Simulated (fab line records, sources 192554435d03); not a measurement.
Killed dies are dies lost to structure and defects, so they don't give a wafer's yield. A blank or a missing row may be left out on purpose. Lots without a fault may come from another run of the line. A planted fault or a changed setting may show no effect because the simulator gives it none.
fab line records | flow n5_finfet
record lots=7 wafers=39
route steps=1938 shown BEOL_M1@811 BEOL_M8@1368 BEOL_M9@1401 BEOL_M11@1579
start_h: hours from the record's first day to the start of the lot's first wafer shown | wait_h: hours since the lot's step before | " the same as in the row above | L1.1+2: a row that stands for several wafers | - no value, or no start given | * or withheld: withheld | < > ~ a bound
route shown NAME@n: a module of which the file shows steps, and the number in the route of the first | usual: mean/standard deviation of fault-free wafers | same: alike in all rows | chamber/n: place in a boat | sites: the reading at each site | _std_site: their standard deviation | _edge_site: outer sites' mean less inner sites' | radius_mm: how far each site lies from the wafer's centre | mask NAME#n: copy n | behind: the tool/chamber that last shaped the wafer | hold: why the lot was held/for how many hours/how that ended | device: the transistor (n, p or np) that didn't switch | end of line: the same wafers' tests at the end of the route | a step without rows: its recipe alone | killed: dies lost to structure and defects at the first sort, not the wafer's yield | map: a wafer's dies, x killed, . not, _ none there
set.NAME: the setting as run; set.NAME@STEP: as run at that earlier step | model.NAME: the simulator's own value behind a step, which no gauge read
lots whose settings were changed on purpose; a table a step, a row a wafer
## steps
# step N5_BEOL_M1_ALD_84
# recipe material=TaN target_thk_a=* temp_c=275 ald_precursor_family=PDMAT ald_co_reactant=NH3 pressure_torr=3 carrier_flow_sccm=1500 pulse_time_s=2 purge_time_s=3 co_reactant_purge_time_s=2 co_reactant_pulse_time_s=3 ald_cycles=30 precursor_vessel_temp_c=75 precursor_vessel_pressure_torr=26.25 precursor_vessel_carrier_sccm=1000
# columns lot.wafer tool chamber start_h wait_h set.ald_cycles model.TaN_of_BEOL_M1_ALD_84.thk_nm
L076.1+4+6 ald_metal-01 2,1,3 132.97 0.1 36 *
L076.2+5 " 0,2 " " 30 *
L076.3 " 3 " " 30 *
L077.2 ald_metal-01 1 149.68 0.1 30 *
L077.3+6 " 2,0 " " 30 *
L083.1+2+3+4+6 ald_metal-02 0,3,1,2,2 184.24 0.1 30 *
L083.5 " 1 " " 30 *
L085.1+2+5 ald_metal-04 3,0,3 191.87 0.1 41 *
L085.3+6 " 1,2 " " 30 *
L085.4 " 2 " " 30 *
L090.1+4 ald_metal-04 1,3 218.89 0.0 30 *
L090.2 " 0 " " 30 *
L090.3+5+6 " 2,0,1 " " 21 *
L091.1+4+6 ald_metal-04 3,1,1 232.07 0.1 43 *
L091.2+3 " 2,0 " " 30 *
L091.5 " 2 " " 30 *
L096.1+3+4 ald_metal-04 0,1,3 263.23 0.0 20 *
L096.2 " 2 " " 30 *
L096.5+6 " 0,3 " " 30 *
# step N5_BEOL_M8_DESCUM_33
# recipe chemistry=O2 time_s=7 source_power_w=50 bias_power_w=20 pressure_mtorr=20 rf_frequency_hz=2.712e+07 temp_c=40 resist=CAR-EUV o2_flow_sccm=225
# columns lot.wafer tool chamber start_h wait_h set.time_s model.CAR-EUV_of_BEOL_M8_COAT_22.thk_nm
L076.1+2+3 rie_diel-04 0,1,3 199.36 0.1 9.097 25.2
L076.4+5 " 2 " " 7 26
L076.6 " 3 " " 7 26.2
L077.2 rie_diel-04 2 231.94 0.2 7 26.2
L077.3+6 " 1,3 " " 7 26.4
L083.1+6 rie_diel-01 3,2 251.90 0.0 7 26.2
L083.2 " 0 " " 7 26
L083.3 " 1 " " 3.075 28
L083.4+5 " 2,3 " " 3.075 28.2
L085.1+2+3+6 rie_diel-01 3,1,2,1 265.81 0.2 7 26.2
L085.4+5 " 0 " " 7 26
L090.1+2+3+4+5+6 rie_diel-06 1,0,2,3,2,1 298.42 0.2 7 26
L091.1+5 rie_diel-01 3,1 304.80 0.1 3.407 28
L091.2+3+6 " 2,0,0 " " 7 26
L091.4 " 1 " " 3.407 27.8
L096.1 rie_diel-04 1 342.48 0.3 10.56 24.4
L096.2+3 " 0,3 " " 10.56 24.2
L096.4+5+6 " 3,0,1 " " 7 26
# step N5_BEOL_M8_ETCH_72
# recipe chemistry=N2/H2 target=underlayer target_depth_a=65 mask_material=CAR-EUV time_s=5.2 ion_energy_ev=200 pressure_mtorr=30 source_w=840 bias_w=150 n2_flow_sccm=200 h2_flow_sccm=200 ends=cleared
# columns lot.wafer tool chamber start_h wait_h set.time_s@BEOL_M8_DESCUM_33 model.CAR-EUV_of_BEOL_M8_COAT_22.thk_nm
L076.1+2 rie_diel-04 0,1 199.39 0.0 9.097 19.6
L076.3 " 3 " " 9.097 19.4
L076.4+6 " 2,3 " " 7 20.4
L076.5 " 2 " " 7 20.2
L077.2 rie_diel-04 2 231.97 0.0 7 20.4
L077.3 " 1 " " 7 20.8
L077.6 " 3 " " 7 20.6
L083.1 rie_diel-01 3 251.94 0.0 7 20.6
L083.2+6 " 0,2 " " 7 20.4
L083.3 " 1 " " 3.075 22.2
L083.4+5 " 2,3 " " 3.075 22.4
L085.1 rie_diel-01 3 265.84 0.0 7 20.6
L085.2+3+6 " 1,2,1 " " 7 20.4
L085.4+5 " 0 " " 7 20.2
L090.1+4+6 rie_diel-06 1,3,1 298.45 0.0 7 20.2
L090.2+3+5 " 0,2,2 " " 7 20.4
L091.1+5 rie_diel-01 3,1 304.83 0.0 3.407 22.2
L091.2+3+6 " 2,0,0 " " 7 20.2
L091.4 " 1 " " 3.407 22
L096.1 rie_diel-04 1 342.51 0.0 10.56 18.8
L096.2+3 " 0,3 " " 10.56 18.6
L096.4 " 3 " " 7 20.2
L096.5+6 " 0,1 " " 7 20.4
# step N5_BEOL_M8_ETCH_65
# recipe chemistry=CF4 target=SiARC target_depth_a=156 mask_material=CAR-EUV time_s=26 ion_energy_ev=80 pressure_mtorr=40 source_w=545 bias_w=36 Ar_flow_sccm=100 cf4_flow_sccm=100 ends=cleared
# columns lot.wafer tool chamber start_h wait_h set.time_s@BEOL_M8_DESCUM_33 model.CAR-EUV_of_BEOL_M8_COAT_22.thk_nm
L076.1+2 rie_diel-04 0,1 199.41 0.0 9.097 10.4
L076.3 " 3 " " 9.097 10.2
L076.4+6 " 2,3 " " 7 11.2
L076.5 " 2 " " 7 11
L077.2 rie_diel-04 2 231.99 0.0 7 11.2
L077.3 " 1 " " 7 11.6
L077.6 " 3 " " 7 11.4
L083.1 rie_diel-01 3 251.95 0.0 7 11.4
L083.2+6 " 0,2 " " 7 11.2
L083.3 " 1 " " 3.075 13
L083.4+5 " 2,3 " " 3.075 13.2
L085.1 rie_diel-01 3 265.86 0.0 7 11.4
L085.2+3+6 " 1,2,1 " " 7 11.2
L085.4+5 " 0 " " 7 11
L090.1+4+6 rie_diel-06 1,3,1 298.47 0.0 7 11
L090.2+3+5 " 0,2,2 " " 7 11.2
L091.1+5 rie_diel-01 3,1 304.85 0.0 3.407 13
L091.2+3+6 " 2,0,0 " " 7 11
L091.4 " 1 " " 3.407 12.8
L096.1+2 rie_diel-04 1,0 342.53 0.0 10.56 9.6
L096.3 " 3 " " 10.56 9.4
L096.4 " 3 " " 7 11
L096.5+6 " 0,1 " " 7 11.2
# step N5_BEOL_M9_ILD_DEP_00
# recipe material=SiCOH_lowk target_thk_a=3085.1 temp_c=300 precursor=DEMS/porogen pressure_torr=5 rf_w=500 time_s=58
# columns lot.wafer tool chamber start_h wait_h set.time_s model.SiCOH_lowk_of_BEOL_M9_ILD_DEP_00.thk_nm
L076.1 pecvd-01 2 203.39 0.0 58 310.6
L076.2 " 0 " " 85.68 457
L076.3 " 1 " " 58 309
L076.4 " 0 " " 85.68 455.2
L076.5 " 2 " " 58 316.2
L076.6 " 1 " " 85.68 461.2
L077.2 pecvd-03 0 236.68 0.0 58 305
L077.3 " 2 " " 58 304.6
L077.6 " 0 " " 58 308.8
L083.1 pecvd-02 1 254.86 0.0 58 301.4
L083.2 " 2 " " 58 302.2
L083.3 " 1 " " 85.23 444.8
L083.4 " 2 " " 58 310.2
L083.5 " 2 " " 85.23 447.8
L083.6 " 1 " " 85.23 448.4
L085.1+6 pecvd-01 2 269.55 0.0 58 305.4
L085.2 " 0 " " 58 306
L085.3 " 1 " " 58 303.6
L085.4 " 0 " " 58 308.8
L085.5 " 1 " " 58 308.6
L090.1 pecvd-01 0 301.13 0.0 58 304.6
L090.2 " 1 " " 58 309
L090.3 " 2 " " 58 308.8
L090.4 " 0 " " 58 309.6
L090.5 " 2 " " 58 314.2
L090.6 " 1 " " 58 312.8
L091.1 pecvd-02 2 307.65 0.0 58 297
L091.2 " 1 " " 58 301.6
L091.3 " 0 " " 58 299.8
L091.4 " 2 " " 58 305.4
L091.5 " 1 " " 58 304.4
L091.6 " 0 " " 58 307.4
L096.1 pecvd-01 2 345.76 0.0 58 306.6
L096.2 " 1 " " 58 313.8
L096.3 " 0 " " 58 302
L096.4 " 2 " " 58 310
L096.5 " 1 " " 58 312.4
L096.6 " 0 " " 58 307
# step N5_BEOL_M9_CURE_71
# recipe temp_c=385 time_s=240 ambient=He/Ar material=SiCOH_lowk
# columns lot.wafer tool chamber start_h wait_h set.time_s@BEOL_M9_ILD_DEP_00 model.SiCOH_lowk_of_BEOL_M9_ILD_DEP_00.thk_nm
L076.1 uv_cure-02 0 203.47 0.0 58 269.8
L076.2 " 0 " " 85.68 400.2
L076.3 " 0 " " 58 268.4
L076.4 " 0 " " 85.68 398.6
L076.5 " 0 " " 58 274.8
L076.6 " 0 " " 85.68 404
L077.2 uv_cure-02 2 236.92 0.2 58 265
L077.3 " 2 " " 58 264.6
L077.6 " 2 " " 58 268.2
L083.1 uv_cure-03 1 254.97 0.1 58 261.8
L083.2 " 1 " " 58 262.4
L083.3 " 1 " " 85.23 389.4
L083.4 " 1 " " 58 269.4
L083.5 " 1 " " 85.23 392
L083.6 " 1 " " 85.23 392.6
L085.1+6 uv_cure-03 0 269.79 0.2 58 265.2
L085.2 " 0 " " 58 265.8
L085.3 " 0 " " 58 263.6
L085.4 " 0 " " 58 268.2
L085.5 " 0 " " 58 268
L090.1 uv_cure-02 2 301.20 0.0 58 264.4
L090.2+3 " 2 " " 58 268.4
L090.4 " 2 " " 58 269
L090.5 " 2 " " 58 273
L090.6 " 2 " " 58 271.8
L091.1 uv_cure-03 2 307.73 0.0 58 257.8
L091.2 " 2 " " 58 262
L091.3 " 2 " " 58 260.4
L091.4 " 2 " " 58 265.2
L091.5 " 2 " " 58 264.4
L091.6 " 2 " " 58 267
L096.1 uv_cure-03 0 345.84 0.0 58 266.4
L096.2 " 0 " " 58 272.6
L096.3 " 0 " " 58 262.2
L096.4 " 0 " " 58 269.4
L096.5 " 0 " " 58 271.4
L096.6 " 0 " " 58 266.6
# step N5_BEOL_M9_THK_MEAS_01
# recipe reads=SiCOH_lowk_of_BEOL_M9_ILD_DEP_00
# usual M9_ILD_THK=267/4.1
# columns lot.wafer tool chamber start_h wait_h set.time_s@BEOL_M9_ILD_DEP_00 M9_ILD_THK[nm]
L076.1 film_metro-01 - 203.98 0.4 58 270
L076.2 " - " " 85.68 400
L076.3 " - " " 58 268
L076.4 " - " " 85.68 399
L076.5 " - " " 58 275
L076.6 " - " " 85.68 404
L077.2 film_metro-02 - 237.75 0.7 58 265
L077.3 " - " " 58 264
L077.6 " - " " 58 268
L083.1 film_metro-02 - 255.48 0.4 58 262
L083.2 " - " " 58 262
L083.3 " - " " 85.23 389
L083.4 " - " " 58 269
L083.5 " - " " 85.23 392
L083.6 " - " " 85.23 393
L085.1 film_metro-02 - 270.30 0.4 58 265
L085.2 " - " " 58 266
L085.3 " - " " 58 264
L085.4 " - " " 58 268
L085.5 " - " " 58 268
L085.6 " - " " 58 265
L090.1 film_metro-01 - 301.72 0.4 58 264
L090.2 " - " " 58 268
L090.3 " - " " 58 268
L090.4 " - " " 58 269
L090.5 " - " " 58 273
L090.6 " - " " 58 272
L091.1 film_metro-01 - 308.24 0.4 58 258
L091.2 " - " " 58 262
L091.3 " - " " 58 261
L091.4 " - " " 58 265
L091.5 " - " " 58 264
L091.6 " - " " 58 267
L096.1 film_metro-02 - 346.36 0.4 58 266
L096.2 " - " " 58 273
L096.3 " - " " 58 262
L096.4 " - " " 58 269
L096.5 " - " " 58 271
L096.6 " - " " 58 267
# step N5_BEOL_M11_ETCH_41
# recipe chemistry=CH3F/O2 target=SiCN target_depth_a=426 taper_deg=2 time_s=86 ion_energy_ev=120 mask_material=TiN pressure_mtorr=30 source_w=395 bias_w=75 Ar_flow_sccm=150 CH3F_flow_sccm=30 O2_flow_sccm=20
# columns lot.wafer tool chamber start_h wait_h set.time_s model.etch.depth_nm
L076.1 rie_diel-05 1 - - 130.6 48.52
L076.2 " 2 " " 130.6 49.92
L076.3 " 0 " " 86 31.92
L076.4 " 1 " " 130.6 48.74
L076.5 " 0 " " 86 31.67
L076.6 " 2 " " 86 32.79
L077.2 rie_diel-03 3 - - 86 32.54
L077.3 " 1 " " 86 33.48
L077.6 " 3 " " 86 32.83
L083.1 rie_diel-03 3 - - 86 33.14
L083.2 " 1 " " 86 33.94
L083.3 " 0 " " 86 32.97
L083.4 " 1 " " 86 33.87
L083.5 " 3 " " 86 32.95
L083.6 " 0 " " 86 32.64
L085.1 rie_diel-05 1 - - 86 31.86
L085.2 " 3 " " 86 32.46
L085.3 " 2 " " 86 32.57
L085.4 " 1 " " 86 31.84
L085.5 " 3 " " 86 32.81
L085.6 " 2 " " 86 32.84
L090.1 rie_diel-02 3 - - 86 32.85
L090.2 " 1 " " 86 32.59
L090.3 " 2 " " 38.91 14.39
L090.4 " 0 " " 38.91 15.47
L090.5 " 1 " " 38.91 14.82
L090.6 " 2 " " 86 31.68
L091.1 rie_diel-02 2 - - 86 31.6
L091.2 " 1 " " 86 32.62
L091.3 " 3 " " 86 32.59
L091.4 " 0 " " 105.7 41.52
L091.5 " 3 " " 105.7 40.28
L091.6 " 2 " " 105.7 39.29
L096.1 rie_diel-05 3 - - 68.24 26.27
L096.2 " 0 " " 86 33.25
L096.3 " 1 " " 86 32.02
L096.4 " 3 " " 86 33.04
L096.5 " 0 " " 68.24 26.17
L096.6 " 1 " " 68.24 25.57
## key
split step=N5_BEOL_M1_ALD_84 setting=ald_cycles stated=30 by=wafer
response step=N5_BEOL_M1_ALD_84 reading=model.TaN_of_BEOL_M1_ALD_84.thk_nm change=* per=1% r=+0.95
split step=N5_BEOL_M8_DESCUM_33 setting=time_s stated=7 by=wafer
response step=N5_BEOL_M8_DESCUM_33 reading=model.CAR-EUV_of_BEOL_M8_COAT_22.thk_nm change=-0.0351 per=1% r=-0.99
response step=N5_BEOL_M8_ETCH_72 reading=model.CAR-EUV_of_BEOL_M8_COAT_22.thk_nm change=-0.0338 per=1% r=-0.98
response step=N5_BEOL_M8_ETCH_65 reading=model.CAR-EUV_of_BEOL_M8_COAT_22.thk_nm change=-0.0334 per=1% r=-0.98
split step=N5_BEOL_M9_ILD_DEP_00 setting=time_s stated=58 by=wafer
response step=N5_BEOL_M9_ILD_DEP_00 reading=model.SiCOH_lowk_of_BEOL_M9_ILD_DEP_00.thk_nm change=+3.04 per=1% r=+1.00
response step=N5_BEOL_M9_CURE_71 reading=model.SiCOH_lowk_of_BEOL_M9_ILD_DEP_00.thk_nm change=+2.71 per=1% r=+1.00
response step=N5_BEOL_M9_THK_MEAS_01 reading=M9_ILD_THK change=+2.72 per=1% r=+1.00
split step=N5_BEOL_M11_ETCH_41 setting=time_s stated=86 by=wafer
response step=N5_BEOL_M11_ETCH_41 reading=model.etch.depth_nm change=+0.325 per=1% r=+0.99
